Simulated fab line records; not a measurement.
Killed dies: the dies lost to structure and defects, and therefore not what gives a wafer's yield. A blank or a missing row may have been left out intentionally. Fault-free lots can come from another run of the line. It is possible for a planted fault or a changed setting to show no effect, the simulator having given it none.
fab line records	flow nand_harc	part 2 of 2: steps 21 to 28 of 28
record lots=5	wafers=15	last_day=33
route steps=1302 shown A_SLIT@930 A_SIN_REMOVE@947 A_WL_FILL@952
lots that met no fault: taken from a fault-free run of the same line
start_h: hours from the record's first day to the start of the lot's first wafer shown	wait_h: hours from the lot's prior step to this one	" same as the row above	L1.1+2: several wafers, shown together as one row	- value missing, or start not given	* or withheld: withheld	< > ~ a bound
route shown NAME@n: a module of which the file shows steps, and the number in the route of the first	usual: average and standard deviation across the fault-free wafers	same: alike in all rows	chamber/n: place in a boat	sites: per-site readings	_std_site: the values' standard deviation	_edge_site: inner sites' mean taken away from outer sites' mean	radius_mm: how far each site lies from the wafer's centre	mask NAME#n: copy n	behind: tool/chamber where the wafer was last shaped	hold: what put the lot on hold/how long, in hours/how the hold closed	device: whichever transistor did not switch (one of n, p or np)	end of line: tests of these same wafers at the route's end	step lacking rows: just its recipe	killed: count of dies lost to structure and defects at first sort (not the wafer's yield)	map: shows each die of a wafer: x if killed, . if not, _ if none is there
set.NAME: the setting as run; set.NAME@STEP: as run at that earlier step	model.NAME: the simulator's own value behind a step, which no gauge read
lots seen at some steps along the route; tables by step, rows by wafer
services: when a tool's chamber went out of use (start_h, in hours from the record's first day, below 0 if earlier), for how many hours, and the reason
## steps
# step NHARC_A_SIN_REMOVE_INSPECT_04
# usual raw_defect_count=371/95
lot.wafer	tool	chamber	start_h	wait_h	raw_defect_count
L076.3	defect_inspect-01	-	482.76	0.0	277
L076.4	"	-	"	"	316
L076.5	"	-	"	"	290
L080.2	defect_inspect-02	-	545.97	0.0	410
L080.4	"	-	"	"	612
L080.6	"	-	"	"	500
L083.3	defect_inspect-02	-	555.67	0.0	345
L083.4	"	-	"	"	354
L083.5	"	-	"	"	283
L087.2	defect_inspect-01	-	601.95	0.0	323
L087.3	"	-	"	"	256
L087.5	"	-	"	"	235
L094.2	defect_inspect-01	-	679.24	0.0	339
L094.3	"	-	"	"	274
L094.6	"	-	"	"	352
# step NHARC_A_WL_FILL_ALD_00
# recipe target_thk_a=30	pulse_time_s=3	ald_cycles=30	temp_c=300	material=Al2O3
# usual heater_power_w=447/39	precursor_pulse_height_rel=1.001/0.02	susceptor_temp_C=300.01/0.2
# same ald_cycles=30
lot.wafer	tool	chamber	start_h	wait_h	heater_power_w	precursor_pulse_height_rel	susceptor_temp_C
L076.3	ald_hk-04	3	482.82	0.1	412	0.982	300.18
L076.4	"	2	"	"	441	1.007	300.08
L076.5	"	3	"	"	414	0.988	300.24
L080.2	ald_hk-01	2	546.31	0.3	400	1.009	299.95
L080.4	"	0	"	"	448	1.043	299.40
L080.6	"	2	"	"	400	1.003	300.00
L083.3	ald_hk-04	1	555.89	0.2	491	1.048	299.95
L083.4	"	3	"	"	418	0.961	300.27
L083.5	"	1	"	"	478	0.996	299.86
L087.3	ald_hk-04	2	602.05	0.1	432	1.015	299.68
L087.2	"	3	"	"	420	1.005	299.84
L087.5	"	2	"	"	442	0.974	299.97
L094.2	ald_hk-04	1	679.33	0.1	475	1.027	300.02
L094.3	"	2	"	"	451	0.982	300.15
L094.6	"	0	"	"	487	1.028	300.17
# step NHARC_A_WL_FILL_RTA_01
# recipe temp_c=1000	time_s=5
# usual lamp_power_pct=27.4/0.63	lamp_zone_6_pct=27.3/0.63	wafer_temp_C_max=1003.8/0.92
lot.wafer	tool	chamber	start_h	wait_h	lamp_power_pct	lamp_zone_6_pct	wafer_temp_C_max
L076.3	rtp_anneal-02	0	483.15	-	26.8	26.7	1003.0
L076.4	"	0	"	"	26.8	26.7	1002.3
L076.5	"	0	"	"	26.7	26.7	1002.8
L080.2	rtp_anneal-02	0	546.70	-	26.8	26.7	1002.9
L080.4	"	0	"	"	26.7	26.7	1002.8
L080.6	"	0	"	"	26.8	26.7	1003.1
L083.3	rtp_anneal-02	0	556.18	-	26.7	26.7	1003.4
L083.4	"	0	"	"	26.7	26.7	1003.8
L083.5	"	0	"	"	26.7	26.6	1002.2
L087.2	rtp_anneal-02	0	602.34	-	26.8	26.7	1003.3
L087.3	"	0	"	"	26.8	26.6	1003.6
L087.5	"	0	"	"	26.8	26.7	1002.1
L094.2	rtp_anneal-01	0	679.60	-	28.0	27.9	1004.1
L094.3	"	0	"	"	28.0	28.0	1003.2
L094.6	"	0	"	"	28.0	28.0	1005.0
# step NHARC_A_WL_FILL_ALD_02
# recipe target_thk_a=20	pulse_time_s=3	ald_cycles=100	temp_c=450	material=TiN
# usual heater_power_w=1111/120	precursor_pulse_height_rel=1.000/0.019	susceptor_temp_C=449.98/0.21
# same ald_cycles=100
lot.wafer	tool	chamber	start_h	wait_h	heater_power_w	precursor_pulse_height_rel	susceptor_temp_C
L076.4	ald_metal-02	0	483.34	0.1	1038	1.006	449.85
L076.3	"	2	"	"	985	1.016	450.16
L076.5	"	0	"	"	1029	1.007	450.07
L080.4	ald_metal-03	1	546.93	0.1	900	1.006	450.19
L080.2	"	2	"	"	1152	0.995	449.84
L080.6	"	1	"	"	912	0.993	450.18
L083.4	ald_metal-02	2	556.42	0.2	972	1.001	449.97
L083.3	"	3	"	"	1140	0.995	449.82
L083.5	"	1	"	"	1319	0.990	450.44
L087.2	ald_metal-04	0	602.67	0.3	999	1.020	449.75
L087.3	"	2	"	"	1194	0.976	450.24
L087.5	"	0	"	"	980	1.018	449.91
L094.3	ald_metal-03	0	679.84	0.2	1049	0.982	450.37
L094.2	"	1	"	"	927	0.979	449.67
L094.6	"	1	"	"	937	1.015	449.81
# step NHARC_A_WL_FILL_CVD_03
# recipe target_thk_a=400	temp_c=300	pressure_torr=40	wf6_flow_sccm=40	h2_flow_sccm=1600	ar_flow_sccm=1560	time_s=279	material=W
# usual chamber_pressure_Torr=40.00/0.097	heater_power_w=449/17	mfc_h2_sccm=1600/4.7	mfc_wf6_sccm=40.02/0.12	susceptor_temp_C=300.00/0.19	throttle_valve_pct=7.9/0.39
lot.wafer	tool	chamber	start_h	wait_h	chamber_pressure_Torr	heater_power_w	mfc_h2_sccm	mfc_wf6_sccm	susceptor_temp_C	throttle_valve_pct
L076.3	cvd_w-02	1	483.85	0.2	40.17	436	1601	40.02	300.00	7.9
L076.4	"	0	"	"	40.05	429	1600	40.06	300.00	8.0
L076.5	"	1	"	"	40.06	441	1597	39.96	300.02	7.7
L080.2	cvd_w-02	0	547.46	0.2	39.84	442	1595	40.01	299.55	8.3
L080.4	"	0	"	"	39.93	433	1603	40.10	299.68	7.6
L080.6	"	0	"	"	40.02	429	1594	39.81	299.69	8.0
L083.4	cvd_w-02	1	556.88	0.2	39.75	451	1592	40.04	300.16	7.7
L083.3	"	0	"	"	40.05	440	1600	40.05	300.28	7.9
L083.5	"	1	"	"	40.03	457	1593	40.15	299.71	7.9
L087.2	cvd_w-01	0	603.10	0.1	40.04	430	1596	40.01	300.11	8.6
L087.3	"	1	"	"	40.07	471	1601	40.00	300.05	7.5
L087.5	"	0	"	"	39.89	440	1599	40.05	300.21	8.4
L094.2	cvd_w-01	0	680.36	0.1	39.90	436	1601	39.97	300.42	8.3
L094.3	"	1	"	"	40.03	460	1603	40.05	300.28	7.7
L094.6	"	1	"	"	40.02	479	1601	40.03	300.09	7.4
# step NHARC_A_WL_FILL_ETCHBACK_04
# recipe target_depth_a=600	time_s=120	chemistry=NF3
# usual drypump_motor_current_A=5.7/0.4	oes_product_au=1.001/0.0099
lot.wafer	tool	chamber	start_h	wait_h	drypump_motor_current_A	oes_product_au	rf_hours_counter_h
L076.4	rie_metal-03	0	484.18	0.2	6.1	0.998	-
L076.3	"	1	"	"	5.7	0.976	-
L076.5	"	1	"	"	5.7	0.998	-
L080.2	rie_metal-02	1	547.79	0.3	5.9	1.007	1.4
L080.4	"	0	"	"	6.0	1.010	-
L080.6	"	1	"	"	5.9	0.993	-
L083.4	rie_metal-01	0	557.22	0.3	5.0	0.990	-
L083.3	"	1	"	"	5.4	0.999	-
L083.5	"	1	"	"	5.4	1.007	-
L087.2	rie_metal-02	1	603.48	0.3	5.9	0.993	2.4
L087.3	"	0	"	"	6.0	1.016	-
L087.5	"	1	"	"	5.9	0.997	-
L094.2	rie_metal-01	0	680.71	0.3	5.0	1.006	1.9
L094.3	"	1	"	"	5.3	0.995	-
L094.6	"	1	"	"	5.3	1.004	-
# step NHARC_A_WL_FILL_ETCHBACK_05
# recipe target_depth_a=220	time_s=60	temp_c=40	chemistry=Cl2/BCl3
# usual drypump_motor_current_A=5.7/0.4	oes_product_au=1.002/0.01
lot.wafer	tool	chamber	start_h	wait_h	drypump_motor_current_A	oes_product_au	rf_hours_counter_h
L076.4	rie_metal-03	1	484.38	0.2	5.7	0.986	-
L076.3	"	0	"	"	6.1	0.996	-
L076.5	"	1	"	"	5.7	0.983	-
L080.2	rie_metal-02	1	548.04	0.2	5.8	0.993	1.6
L080.4	"	1	"	"	5.9	0.996	-
L080.6	"	0	"	"	6.0	1.006	-
L083.3	rie_metal-01	0	557.42	0.1	5.0	0.996	-
L083.4	"	1	"	"	5.3	1.006	-
L083.5	"	1	"	"	5.3	1.003	-
L087.2	rie_metal-02	0	603.72	0.2	6.0	1.013	2.6
L087.3	"	0	"	"	6.0	1.032	-
L087.5	"	1	"	"	5.9	1.004	-
L094.2	rie_metal-01	1	680.92	0.2	5.4	0.998	2.0
L094.3	"	0	"	"	5.0	0.995	-
L094.6	"	1	"	"	5.3	0.997	-
# step NHARC_A_WL_FILL_STRIP_27
# recipe power_w=1500	temp_c=250	time_s=20	chemistry=N2/H2
# usual drypump_motor_current_A=5.7/0.36	heater_power_w=337/20
lot.wafer	tool	chamber	start_h	wait_h	drypump_motor_current_A	heater_power_w	rf_hours_counter_h
L076.4	plasma_asher-02	1	484.54	0.1	5.9	346	-
L076.3	"	0	"	"	5.2	352	-
L076.5	"	0	"	"	5.2	351	-
L080.2	plasma_asher-01	1	548.17	0.1	5.4	351	2
L080.4	"	1	"	"	5.5	343	-
L080.6	"	0	"	"	6.2	304	-
L083.4	plasma_asher-02	0	557.58	0.1	5.2	346	-
L083.3	"	1	"	"	5.9	335	-
L083.5	"	1	"	"	5.9	338	-
L087.2	plasma_asher-01	0	604.03	0.3	6.2	315	12
L087.3	"	1	"	"	5.5	347	-
L087.5	"	1	"	"	5.5	340	-
L094.2	plasma_asher-01	0	681.06	0.1	6.2	305	29
L094.3	"	1	"	"	5.5	351	-
L094.6	"	1	"	"	5.5	340	-
## services
tool	chamber	start_h	hours	kind
cvd_w-02	-	450.76	13.0	pm
wet_bench-01	-	453.60	8.0	pm
rie_metal-02	-	454.00	9.0	pm
rie_diel-02	3	460.90	2.2	repair
rie_diel-02	3	476.12	15.2	repair
wet_bench-07	-	512.00	8.0	pm
cvd_w-02	0	521.36	6.3	repair
plasma_asher-01	-	523.52	9.0	pm
litho_track-06	-	529.00	7.0	pm
rie_diel-04	-	531.90	9.0	pm
litho_track-04	-	553.00	7.0	pm
wet_bench-03	-	562.50	8.0	pm
rie_diel-02	-	570.70	9.0	pm
rie_diel-04	0	571.88	9.3	repair
rie_metal-01	-	575.00	9.0	pm
rie_diel-11	3	608.05	9.4	repair
wet_bench-01	-	608.94	1.0	repair
rie_diel-11	-	609.50	9.0	pm
wet_bench-05	-	612.80	8.0	pm
wet_bench-01	-	629.60	8.0	pm
rie_metal-02	-	631.00	9.0	pm
rie_diel-02	1	635.45	14.8	repair
rie_diel-04	0	669.44	8.6	repair
rie_diel-02	0	675.96	24.6	repair
